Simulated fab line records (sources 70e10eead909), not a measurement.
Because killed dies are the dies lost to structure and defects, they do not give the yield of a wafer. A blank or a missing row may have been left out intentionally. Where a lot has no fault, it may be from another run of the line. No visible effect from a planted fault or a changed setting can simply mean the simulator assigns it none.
Which tool is to blame? | flow nandHarc | Sampling: 12 lots, 36 wafers, 6 of 1302 route steps

== WHAT THE GAUGES READ, wafer by wafer ==
NHARC_THIN_TSV_CD_MEAS_37.
lot  | measured     | on       | cdNm (nm)
L242 | day 23 20:26 | cdSem-03 | 5000.3 5002.8 4999.5
L244 | day 24 11:28 | cdSem-02 | 5001.5 5000.6 4998.3
L246 | day 25 09:02 | cdSem-02 | 4999.3 5001.8 5000.3
L248 | day 26 02:23 | cdSem-03 | 5000.7 5002.5 5001.6
L247 | day 26 03:41 | cdSem-03 | 5001.0 5001.1 4997.1
L249 | day 26 14:44 | cdSem-03 | 5002.0 5005.1 5001.2
L252 | day 27 19:07 | cdSem-03 | 5003.0 5001.9 5002.2
L254 | day 28 07:07 | cdSem-01 | 5003.2 5003.6 5003.5
L258 | day 31 07:22 | cdSem-01 | 5002.8 5005.0 5002.7
L261 | day 32 12:19 | cdSem-02 | 4978.4 4974.0 4997.1
L264 | day 32 20:03 | cdSem-01 | 5000.3 5000.1 5001.8
L263 | day 32 21:37 | cdSem-02 | 5003.1 5003.8 5001.5

NHARC_END_SORT_01.
lot  | measured     | on        | defectLimitedYield (%) | killedAtArray | killedAtOther | killedAtPeriphery | killedDies | killedOpen | killedShort
L244 | day 24 20:43 | prober-02 | 92.8 91.6 91.7         | 42 49 44      | 0 1 2         | 7 7 10            | 49 57 56   | 1 2 1      | 1 4 2
L254 | day 28 17:43 | prober-01 | 88.8 91.4 91.9         | 73 58 55      | 0 0 0         | 3 0 0             | 76 58 55   | 2 1 1      | 4 2 2
L261 | day 33 05:25 | prober-01 | 92.2 91.6 91.7         | 48 48 44      | 0 0 0         | 5 9 12            | 53 57 56   | 3 4 3      | 2 3 2
L263 | day 33 10:50 | prober-01 | 97.0 95.1 95.4         | 15 22 19      | 1 2 3         | 4 9 9             | 20 33 31   | 2 4 5      | 2 3 2

== WHICH TOOL RAN EACH LOT (tool, then ch and the chambers of the sampled wafers, then the start) ==
lot  | NHARC_THIN_TSV_ETCH_15          | NHARC_THIN_TSV_PRE_CLEAN_50            | NHARC_THIN_TSV_ETCH_59           | NHARC_THIN_TSV_ETCH_36
L242 | rieSi-06 ch 1,2,3, day 23 13:34 | pvdSputter-01, day 23 19:20 or earlier | rieMetal-02 ch 0,1, day 23 19:20 | rieMetal-02 ch 0,1, day 23 19:32
L244 | rieSi-01 ch 1,2,3, day 24 04:59 | pvdSputter-02, day 24 10:23 or earlier | rieMetal-02 ch 0,1, day 24 10:23 | rieMetal-02 ch 0,1, day 24 10:35
L246 | rieSi-06 ch 2,3, day 25 02:35   | pvdSputter-02, day 25 07:55 or earlier | rieMetal-02 ch 0,1, day 25 07:55 | rieMetal-02 ch 0,1, day 25 08:08
L248 | rieSi-03 ch 0,2, day 25 19:51   | pvdSputter-02, day 26 01:14 or earlier | rieMetal-01 ch 0,1, day 26 01:14 | rieMetal-01 ch 0,1, day 26 01:30
L247 | rieSi-03 ch 1,2, day 25 21:09   | pvdSputter-02, day 26 02:35 or earlier | rieMetal-03 ch 0,1, day 26 02:35 | rieMetal-03 ch 0, day 26 02:49
L249 | rieSi-03 ch 1,2,3, day 26 08:00 | pvdSputter-03, day 26 13:34 or earlier | rieMetal-02 ch 0,1, day 26 13:34 | rieMetal-02 ch 0,1, day 26 13:50
L252 | rieSi-06 ch 1,2,3, day 27 12:40 | pvdSputter-02, day 27 17:55 or earlier | rieMetal-03 ch 0,1, day 27 17:55 | rieMetal-03 ch 0,1, day 27 18:12
L254 | rieSi-01 ch 1,2, day 28 00:26   | pvdSputter-03, day 28 06:02 or earlier | rieMetal-03 ch 0,1, day 28 06:02 | rieMetal-03 ch 0,1, day 28 06:14
L258 | rieSi-03 ch 0,1,2, day 31 00:51 | pvdSputter-03, day 31 06:13 or earlier | rieMetal-02 ch 0,1, day 31 06:13 | rieMetal-02 ch 0,1, day 31 06:29
L261 | rieSi-06 ch 0,1, day 32 05:48   | pvdSputter-02, day 32 11:14 or earlier | rieMetal-03 ch 0,1, day 32 11:14 | rieMetal-03 ch 0,1, day 32 11:26
L264 | rieSi-06 ch 0,2,3, day 32 13:27 | pvdSputter-03, day 32 18:54 or earlier | rieMetal-01 ch 0,1, day 32 18:54 | rieMetal-01 ch 0,1, day 32 19:09
L263 | rieSi-01 ch 0,1,2, day 32 14:39 | pvdSputter-02, day 32 20:28 or earlier | rieMetal-01 ch 0,1, day 32 20:28 | rieMetal-01 ch 0,1, day 32 20:43
- NHARC_THIN_TSV_ETCH_15: target depth 3000 nm, bosch target overetch cycles 2, bosch etch step 2.8 s.
- NHARC_THIN_TSV_PRE_CLEAN_50: time 30 s.
- NHARC_THIN_TSV_ETCH_59: etches the open film in Cl2/BCl3, target depth 880 nm, time 138.1 s.
- NHARC_THIN_TSV_ETCH_36: etches the open film in Cl2/BCl3, target depth 65 nm, time 18.571 s.

== WHAT THE TOOLS THEMSELVES READ (means of the sampled wafers that have a number; where no wafer has one, the mark that the record gives instead) ==
NHARC_THIN_TSV_ETCH_15.
lot  | tool     | drypumpMotorCurrentA (A) | heBacksideLeakSccm (sccm)
L242 | rieSi-06 | 6.2                      | 2.5
L244 | rieSi-01 | 6.3                      | 2.5
L246 | rieSi-06 | 6.2                      | 2.5
L248 | rieSi-03 | 6.0                      | 2.7
L247 | rieSi-03 | 5.8                      | 2.9
L249 | rieSi-03 | 5.6                      | 2.8
L252 | rieSi-06 | 6.2                      | 2.4
L254 | rieSi-01 | 6.2                      | 2.6
L258 | rieSi-03 | 5.9                      | 2.8
L261 | rieSi-06 | 5.9                      | 2.5
L264 | rieSi-06 | 6.1                      | 2.6
L263 | rieSi-01 | 6.2                      | 2.6

NHARC_THIN_TSV_PRE_CLEAN_50.
lot  | tool          | heaterPowerW (W)
L242 | pvdSputter-01 | 429
L244 | pvdSputter-02 | 381
L246 | pvdSputter-02 | 347
L248 | pvdSputter-02 | 357
L247 | pvdSputter-02 | 365
L249 | pvdSputter-03 | 427
L252 | pvdSputter-02 | 346
L254 | pvdSputter-03 | 441
L258 | pvdSputter-03 | 417
L261 | pvdSputter-02 | 363
L264 | pvdSputter-03 | 422
L263 | pvdSputter-02 | 379

NHARC_THIN_TSV_ETCH_59.
lot  | tool        | drypumpMotorCurrentA (A) | heBacksideLeakSccm (sccm) | mfcCl2Sccm (sccm) | oesProductAu (a.u.) | throttleValvePct (%)
L242 | rieMetal-02 | 5.8                      | 3.41                      | 59.98             | 1.006               | 22.265
L244 | rieMetal-02 | 5.8                      | 3.47                      | 60.07             | 1.001               | 22.266
L246 | rieMetal-02 | 5.7                      | 3.51                      | 59.93             | 1.007               | 22.270
L248 | rieMetal-01 | 5.5                      | 3.46                      | 59.90             | 0.998               | 22.260
L247 | rieMetal-03 | 6.3                      | 3.17                      | 60.06             | 0.998               | 22.268
L249 | rieMetal-02 | 5.7                      | 3.43                      | 60.04             | 1.008               | 22.268
L252 | rieMetal-03 | 6.2                      | 3.45                      | 60.03             | 0.990               | 22.261
L254 | rieMetal-03 | 6.2                      | 3.45                      | 60.09             | 0.998               | 22.253
L258 | rieMetal-02 | 5.8                      | 3.51                      | 59.95             | 0.993               | 22.263
L261 | rieMetal-03 | 6.3                      | 3.31                      | 60.02             | 1.267               | 22.266
L264 | rieMetal-01 | 5.5                      | 3.25                      | 59.97             | 1.011               | 22.268
L263 | rieMetal-01 | 5.5                      | 3.29                      | 60.07             | 1.002               | 22.267

NHARC_THIN_TSV_ETCH_36.
lot  | tool        | drypumpMotorCurrentA (A) | heBacksideLeakSccm (sccm) | oesProductAu (a.u.)
L242 | rieMetal-02 | 5.8                      | 3.36                      | 1.002
L244 | rieMetal-02 | 5.8                      | 3.45                      | 1.006
L246 | rieMetal-02 | 5.8                      | 3.46                      | 0.995
L248 | rieMetal-01 | 5.2                      | 3.31                      | 1.006
L247 | rieMetal-03 | 6.5                      | 3.10                      | 0.994
L249 | rieMetal-02 | 5.8                      | 3.45                      | 0.997
L252 | rieMetal-03 | 6.2                      | 3.44                      | 0.997
L254 | rieMetal-03 | 6.3                      | 3.24                      | 0.996
L258 | rieMetal-02 | 5.7                      | 3.51                      | 0.998
L261 | rieMetal-03 | 6.3                      | 3.31                      | 1.000
L264 | rieMetal-01 | 5.5                      | 3.35                      | 1.007
L263 | rieMetal-01 | 5.1                      | 3.38                      | 1.003

== THE ANSWER, worked out from the rows above alone ==
Rule: usual is defined by the lots themselves. The widest of any qualifying gaps counts: lots, ordered by their means at a reading, are off when they make up no more than a third of the lots, leave a main group of 4 or more, and stand apart from it by 3 or more times the standard deviation of that group's means. If all means in a main group match to the digits the tables above print for the reading, that group is not used. Also off: a lot with no number at a reading for which 4 or more lots have one. Any other lot the step has rows for is counted as sound. The gauges are gone through in route order, then the tools' own readings, and for those a lot's mean is taken as printed above. At the first step where some lot is off, the reading lying furthest off is the one used; lots without a number count as furthest.
Off at NHARC_THIN_TSV_CD_MEAS_37 (cdNm): L261. Main group: mean 5001.7 nm, sd 1.3.
If a tool, at a process step before that reading, ran all the lots that are off and no sound lot after the first of them, it fits. Not tried: the gauges at NHARC_THIN_TSV_CD_MEAS_37; whatever is off there is also off at NHARC_THIN_TSV_ETCH_59, on other tools, and gauge error can't account for it. Because NHARC_THIN_TSV_PRE_CLEAN_50 lacks a start for some lots, the hours and order of its lots are taken from NHARC_THIN_TSV_ETCH_59. One candidate fits, namely rieMetal-03 at NHARC_THIN_TSV_ETCH_59 and NHARC_THIN_TSV_ETCH_36. At NHARC_THIN_TSV_ETCH_59 its last sound lot is L254 (day 28 06:02), its first lot that is off L261 (day 32 11:14): a fault that began between those two fits.
The tool's own readings at NHARC_THIN_TSV_ETCH_59 bear it out: on the lots that are off they differ by more than 5 times the standard deviation of the sound lots' means. oesProductAu reads 1.267 a.u. there against 1.001 a.u. on the sound lots.

== WHAT HAD BEEN PUT IN BY THE SIMULATOR ==
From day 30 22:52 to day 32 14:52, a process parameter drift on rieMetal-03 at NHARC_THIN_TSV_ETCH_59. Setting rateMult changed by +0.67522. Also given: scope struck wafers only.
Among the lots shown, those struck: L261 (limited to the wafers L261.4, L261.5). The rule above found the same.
